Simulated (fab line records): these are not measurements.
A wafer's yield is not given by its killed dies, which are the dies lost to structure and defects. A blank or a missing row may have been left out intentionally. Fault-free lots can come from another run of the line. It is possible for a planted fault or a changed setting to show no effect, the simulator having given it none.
fab line records	flow nand_harc
record lots=13	wafers=39	last_day=25
route steps=1159 shown P_GATE@215 P_M0@269
lots with no fault: from the same line, run without faults
start_h: start of the lot's first displayed wafer, in hours after the record's first day	wait_h: time in hours since the lot's previous step	" repeats the value in the row above	L1.1+2: a row that stands for several wafers	- no value, or no start was given	* or withheld: withheld	< > ~ a bound
route shown NAME@n: names a module that has steps shown in the file, with the first one's number in the route	usual: average and standard deviation across the fault-free wafers	same: alike in all rows	chamber/n: place in a boat	sites: readings site by site	_std_site: their standard deviation	_edge_site: mean of outer sites minus mean of inner sites	radius_mm: how far each site lies from the wafer's centre	mask NAME#n: copy n	behind: tool/chamber where the wafer was last shaped	hold: why the lot was held/for how many hours/how that ended	device: the n, p or np transistor that did not switch	end of line: tests run on the same wafers once the route is complete	a step with no rows: only its recipe	killed: the dies lost at the first sort to structure and to defects; this is not the yield of the wafer	map: a wafer's dies, marking killed ones x, the rest . and places with no die _
set.NAME: the setting as run; set.NAME@STEP: as run at that earlier step	model.NAME: the simulator's own value behind a step, which no gauge read
the route's steps for a sample of lots (tables are steps, rows are wafers)
services: from which hour (start_h, from the record's first day; less than 0 if before it) a tool's chamber was out of use, for how many hours, and why
## steps
# step NHARC_P_GATE_RTA_82
# recipe temp_c=450	time_s=30
# usual lamp_power_pct=3.72/0.14	lamp_zone_1_pct=3.72/0.14	lamp_zone_2_pct=3.72/0.14	wafer_temp_C_max=452.9/1.1
lot.wafer	tool	chamber	start_h	wait_h	lamp_power_pct	lamp_zone_1_pct	lamp_zone_2_pct	wafer_temp_C_max
L250.2	rtp_anneal-01	0	126.40	-	3.58	3.58	3.58	454.6
L250.4	"	0	"	"	3.58	3.58	3.58	453.8
L250.5	"	0	"	"	3.57	3.58	3.58	453.6
L253.1	rtp_anneal-02	0	149.59	-	3.86	3.87	3.87	452.0
L253.5	"	0	"	"	3.87	3.87	3.86	451.9
L253.6	"	0	"	"	3.86	3.87	3.87	452.4
L252.1	rtp_anneal-01	0	151.97	-	3.58	3.58	3.58	452.2
L252.2	"	0	"	"	3.58	3.58	3.58	453.7
L252.6	"	0	"	"	3.57	3.58	3.59	454.0
L255.2	rtp_anneal-01	0	157.23	-	3.58	3.58	3.58	453.6
L255.4	"	0	"	"	3.57	3.58	3.58	453.4
L255.5	"	0	"	"	3.58	3.58	3.58	453.6
L257.1	rtp_anneal-02	0	162.34	-	3.86	3.86	3.86	452.1
L257.2	"	0	"	"	3.87	3.87	3.87	451.8
L257.5	"	0	"	"	3.87	3.87	3.87	451.8
L261.1	rtp_anneal-02	0	184.22	-	3.87	3.87	3.86	452.2
L261.3	"	0	"	"	3.87	3.87	3.86	452.3
L261.4	"	0	"	"	3.86	3.87	3.86	451.7
L259.1	rtp_anneal-02	0	185.01	-	3.86	3.87	3.86	451.5
L259.2	"	0	"	"	3.87	3.86	3.87	451.9
L259.4	"	0	"	"	3.87	3.87	3.86	451.8
L260.2	rtp_anneal-02	0	191.17	-	3.87	3.87	3.86	451.7
L260.3	"	0	"	"	3.87	3.87	3.87	451.3
L260.4	"	0	"	"	3.87	3.87	3.87	451.7
L262.2	rtp_anneal-02	0	195.55	-	3.86	3.86	3.86	451.7
L262.4	"	0	"	"	3.86	3.86	3.87	452.1
L262.5	"	0	"	"	3.86	3.87	3.87	451.8
L263.2	rtp_anneal-01	0	202.15	-	3.58	3.58	3.58	452.8
L263.4	"	0	"	"	3.58	3.58	3.58	452.9
L263.5	"	0	"	"	3.58	3.59	3.58	454.4
L264.1	rtp_anneal-01	0	210.49	-	3.58	3.59	3.58	454.8
L264.4	"	0	"	"	3.58	3.58	3.58	454.5
L264.5	"	0	"	"	3.58	3.58	3.58	453.6
L265.1	rtp_anneal-01	0	217.97	-	3.58	3.58	3.58	454.8
L265.3	"	0	"	"	3.58	3.58	3.58	453.4
L265.5	"	0	"	"	3.59	3.58	3.58	453.5
L270.2	rtp_anneal-02	0	251.42	-	3.86	3.86	3.86	452.0
L270.4	"	0	"	"	3.86	3.87	3.86	452.1
L270.6	"	0	"	"	3.86	3.87	3.87	452.2
# step NHARC_P_M0_CD_MEAS_16
# usual cd_nm=89.7/0.82
lot.wafer	tool	chamber	start_h	wait_h	cd_nm
L250.2	cd_sem-01	-	134.93	-	90.0
L250.4	"	-	"	"	89.4
L250.5	"	-	"	"	89.8
L253.1	cd_sem-01	-	158.63	-	90.6
L253.5	"	-	"	"	90.1
L253.6	"	-	"	"	91.0
L252.1	cd_sem-03	-	163.49	-	91.8
L252.2	"	-	"	"	91.1
L252.6	"	-	"	"	91.2
L255.2	cd_sem-01	-	164.72	-	88.3
L255.4	"	-	"	"	89.4
L255.5	"	-	"	"	89.6
L257.1	cd_sem-02	-	168.79	-	89.9
L257.2	"	-	"	"	89.3
L257.5	"	-	"	"	91.1
L261.1	cd_sem-03	-	190.63	-	89.7
L261.3	"	-	"	"	89.3
L261.4	"	-	"	"	88.8
L259.1	cd_sem-02	-	191.54	-	88.8
L259.2	"	-	"	"	89.1
L259.4	"	-	"	"	88.9
L260.2	cd_sem-02	-	197.96	-	91.3
L260.3	"	-	"	"	90.5
L260.4	"	-	"	"	90.2
L262.2	cd_sem-03	-	207.73	-	90.5
L262.4	"	-	"	"	90.2
L262.5	"	-	"	"	89.9
L263.2	cd_sem-01	-	214.71	-	88.9
L263.4	"	-	"	"	88.4
L263.5	"	-	"	"	88.3
L264.1	cd_sem-03	-	216.97	-	91.0
L264.4	"	-	"	"	89.1
L264.5	"	-	"	"	89.5
L265.1	cd_sem-01	-	226.04	-	90.0
L265.3	"	-	"	"	90.4
L265.5	"	-	"	"	89.6
L270.2	cd_sem-03	-	257.89	-	88.5
L270.4	"	-	"	"	89.2
L270.6	"	-	"	"	90.9
# step NHARC_P_M0_PVD_21
# recipe target_thk_a=300	chamber_pressure_pa=5	power_w=5000	substrate_temp_c=30	time_s=20.49	material=Cu
# usual throttle_valve_pct=30.6/1.2
lot.wafer	tool	chamber	start_h	wait_h	throttle_valve_pct
L250.4	pvd_sputter-01	-	-	-	31.1
L250.2	"	-	"	"	31.7
L250.5	"	-	"	"	31.9
L253.1	pvd_sputter-03	-	-	-	32.8
L253.5	"	-	"	"	32.8
L253.6	"	-	"	"	30.8
L252.1	pvd_sputter-02	-	-	-	29.9
L252.2	"	-	"	"	28.7
L252.6	"	-	"	"	31.9
L255.4	pvd_sputter-02	-	-	-	29.6
L255.2	"	-	"	"	31.5
L255.5	"	-	"	"	29.6
L257.1	pvd_sputter-02	-	-	-	29.7
L257.2	"	-	"	"	28.4
L257.5	"	-	"	"	31.8
L261.1	pvd_sputter-03	-	-	-	29.6
L261.4	"	-	"	"	32.7
L261.3	"	-	"	"	29.8
L259.2	pvd_sputter-02	-	-	-	29.8
L259.4	"	-	"	"	31.8
L259.1	"	-	"	"	30.2
L260.3	pvd_sputter-01	-	-	-	31.6
L260.2	"	-	"	"	31.4
L260.4	"	-	"	"	29.4
L262.4	pvd_sputter-03	-	-	-	29.9
L262.2	"	-	"	"	30.4
L262.5	"	-	"	"	29.8
L263.4	pvd_sputter-03	-	-	-	30.1
L263.2	"	-	"	"	32.8
L263.5	"	-	"	"	29.7
L264.1	pvd_sputter-03	-	-	-	29.8
L264.4	"	-	"	"	32.8
L264.5	"	-	"	"	29.9
L265.3	pvd_sputter-02	-	-	-	30.1
L265.1	"	-	"	"	29.1
L265.5	"	-	"	"	30.3
L270.4	pvd_sputter-01	-	-	-	30.0
L270.2	"	-	"	"	31.3
L270.6	"	-	"	"	31.2
# step NHARC_P_M0_CMP_23
# recipe t_overpolish_s=20	target_thk_nm=117.53
# usual edge_zone_pressure_frac=1.000/0.0056	motor_current_A=12.3/0.92	retaining_ring_pressure_frac=0.999/0.0052	time_to_endpoint_s=28.5/2.9
lot.wafer	tool	chamber	start_h	wait_h	edge_zone_pressure_frac	motor_current_A	retaining_ring_pressure_frac	time_to_endpoint_s
L250.2	cmp-04	1	136.62	-	1.000	11.8	1.006	29.9
L250.4	"	3	"	"	0.999	11.9	0.989	23.4
L250.5	"	1	"	"	0.999	12.3	1.010	28.4
L253.1	cmp-03	2	160.39	-	0.995	12.1	0.998	26.8
L253.6	"	0	"	"	0.991	11.8	1.001	27.2
L253.5	"	1	"	"	1.008	12.3	0.999	22.0
L252.1	cmp-04	2	165.36	-	0.992	13.9	1.006	25.5
L252.2	"	1	"	"	1.001	12.5	1.000	28.6
L252.6	"	2	"	"	1.002	13.4	1.008	27.1
L255.4	cmp-03	3	166.50	-	1.004	12.9	1.003	24.0
L255.2	"	0	"	"	0.998	12.5	0.998	27.1
L255.5	"	0	"	"	1.003	12.7	1.005	26.8
L257.2	cmp-04	1	170.60	-	1.006	11.7	1.003	30.3
L257.1	"	2	"	"	0.998	12.8	0.995	28.9
L257.5	"	0	"	"	0.996	11.5	1.000	29.4
L261.4	cmp-01	3	192.38	-	1.006	14.0	1.016	26.0
L261.1	"	0	"	"	1.003	11.0	0.996	28.6
L261.3	"	1	"	"	0.996	12.1	0.998	33.3
L259.4	cmp-01	0	193.24	-	0.997	11.6	1.002	31.9
L259.1	"	2	"	"	1.012	11.1	0.995	30.3
L259.2	"	3	"	"	0.995	12.7	1.001	25.0
L260.4	cmp-03	3	200.08	-	0.998	13.3	1.010	27.4
L260.2	"	1	"	"	1.001	11.3	0.994	27.3
L260.3	"	2	"	"	1.008	12.3	0.997	34.4
L262.2	cmp-03	3	209.47	-	1.000	13.3	1.000	27.2
L262.4	"	0	"	"	1.003	12.0	0.997	29.7
L262.5	"	3	"	"	1.009	13.8	1.001	26.5
L263.4	cmp-03	2	216.47	-	-	-	-	-
L263.2	"	1	"	"	-	-	-	-
L263.5	"	3	"	"	-	-	-	-
L264.1	cmp-01	0	218.69	-	-	-	-	-
L264.4	"	1	"	"	-	-	-	-
L264.5	"	0	"	"	-	-	-	-
L265.1	cmp-01	0	227.75	-	-	-	-	-
L265.3	"	2	"	"	-	-	-	-
L265.5	"	0	"	"	-	-	-	-
L270.4	cmp-04	1	259.77	-	0.996	11.9	0.992	30.8
L270.2	"	2	"	"	1.001	13.4	0.998	28.6
L270.6	"	0	"	"	0.999	11.8	1.003	28.5
# step NHARC_P_M0_THK_MEAS_24
# recipe thk_meas_gauge=xrf
# usual thk_nm=117.7/1.6
lot.wafer	tool	chamber	start_h	wait_h	hold	thk_nm
L250.2	film_metro-02	-	136.94	-	-	120.8
L250.4	"	-	"	"	-	115.1
L250.5	"	-	"	"	-	120.6
L253.1	film_metro-01	-	160.65	-	-	116.7
L253.5	"	-	"	"	-	115.9
L253.6	"	-	"	"	-	118.8
L252.1	film_metro-02	-	165.69	-	-	115.8
L252.2	"	-	"	"	-	115.7
L252.6	"	-	"	"	-	120.0
L255.2	film_metro-01	-	166.82	-	-	116.3
L255.4	"	-	"	"	-	115.9
L255.5	"	-	"	"	-	118.4
L257.1	film_metro-02	-	170.86	-	-	116.2
L257.2	"	-	"	"	-	117.8
L257.5	"	-	"	"	-	117.5
L261.1	film_metro-02	-	192.67	-	-	120.6
L261.3	"	-	"	"	-	119.8
L261.4	"	-	"	"	-	115.8
L259.1	film_metro-01	-	193.56	-	-	117.5
L259.2	"	-	"	"	-	117.6
L259.4	"	-	"	"	-	117.9
L260.2	film_metro-01	-	200.39	-	-	116.0
L260.3	"	-	"	"	-	118.2
L260.4	"	-	"	"	-	116.0
L262.2	film_metro-02	-	209.75	-	-	116.9
L262.4	"	-	"	"	-	119.0
L262.5	"	-	"	"	-	117.4
L263.2	film_metro-02	-	216.78	0.2	await_dispo/0.2h/release	398.2
L263.4	"	-	"	"	await_dispo/0.2h/release	396.8
L263.5	"	-	"	"	await_dispo/0.2h/release	401.7
L263.2	film_metro-02	-	216.95	0.2	-	397.9
L263.4	"	-	"	"	-	397.2
L263.5	"	-	"	"	-	402.0
L264.1	film_metro-01	-	219.00	0.3	await_dispo/0.2h/release	399.3
L264.4	"	-	"	"	await_dispo/0.2h/release	392.7
L264.5	"	-	"	"	await_dispo/0.2h/release	396.7
L264.1	film_metro-01	-	219.17	0.2	-	400.6
L264.4	"	-	"	"	-	392.5
L264.5	"	-	"	"	-	396.6
L265.1	film_metro-02	-	228.07	0.3	await_dispo/0.2h/release	392.4
L265.3	"	-	"	"	await_dispo/0.2h/release	401.1
L265.5	"	-	"	"	await_dispo/0.2h/release	396.7
L265.1	film_metro-02	-	228.24	0.2	-	394.3
L265.3	"	-	"	"	-	400.1
L265.5	"	-	"	"	-	397.0
L270.2	film_metro-01	-	260.05	-	-	117.9
L270.4	"	-	"	"	-	117.9
L270.6	"	-	"	"	-	116.5
## services
tool	chamber	start_h	hours	kind
cmp-04	-	105.17	4.0	pm
cmp-04	-	109.17	-	consumable_replace:conditioner
cmp-04	-	109.17	-	consumable_replace:pad
pvd_sputter-02	-	124.20	8.7	repair
cmp-03	-	156.18	4.0	pm
pvd_sputter-01	-	158.00	10.0	pm
cmp-03	-	160.18	-	consumable_replace:conditioner
cmp-03	-	160.18	-	consumable_replace:pad
cmp-01	-	179.74	4.0	pm
cmp-04	-	182.03	1.3	repair
cmp-01	-	183.74	-	consumable_replace:conditioner
cmp-01	-	183.74	-	consumable_replace:pad
cmp-04	-	203.17	4.0	pm
cmp-04	-	207.17	-	consumable_replace:conditioner
cmp-04	-	207.17	-	consumable_replace:pad
pvd_sputter-02	-	214.00	10.0	pm
pvd_sputter-01	-	214.43	1.0	repair
cmp-01	-	214.67	1.9	repair
cmp-04	-	215.71	0.9	repair
pvd_sputter-03	-	220.80	4.7	repair
cmp-03	-	230.20	1.6	repair
cmp-03	-	254.18	4.0	pm
cmp-03	-	258.18	-	consumable_replace:conditioner
cmp-03	-	258.18	-	consumable_replace:pad
## key
first_sign step=NHARC_P_M0_CMP_23	reading=tool_record	direction=missing
effect step=NHARC_P_M0_THK_MEAS_24	reading=visit	direction=added
effect step=NHARC_P_M0_THK_MEAS_24	reading=thk_nm	direction=up	sigmas=99+	usual=117.7	struck=397.3
met_at NHARC_P_M0_CMP_23
struck_lots L263,L264,L265
scrapped_behind NHARC_P_M0_THK_MEAS_24 L263.2,L263.4,L263.5,L264.1,L264.4,L264.5,L265.1,L265.3,L265.5
not_acting_at NHARC_P_GATE_RTA_82,NHARC_P_M0_CD_MEAS_16,NHARC_P_M0_PVD_21
onset_between 209.47 216.47
fault kind=skipped_step_whole	tool=cmp-01,cmp-03	chamber=-	onset_h=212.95	steps=NHARC_P_M0_CMP_23	scope=struck_lots_only
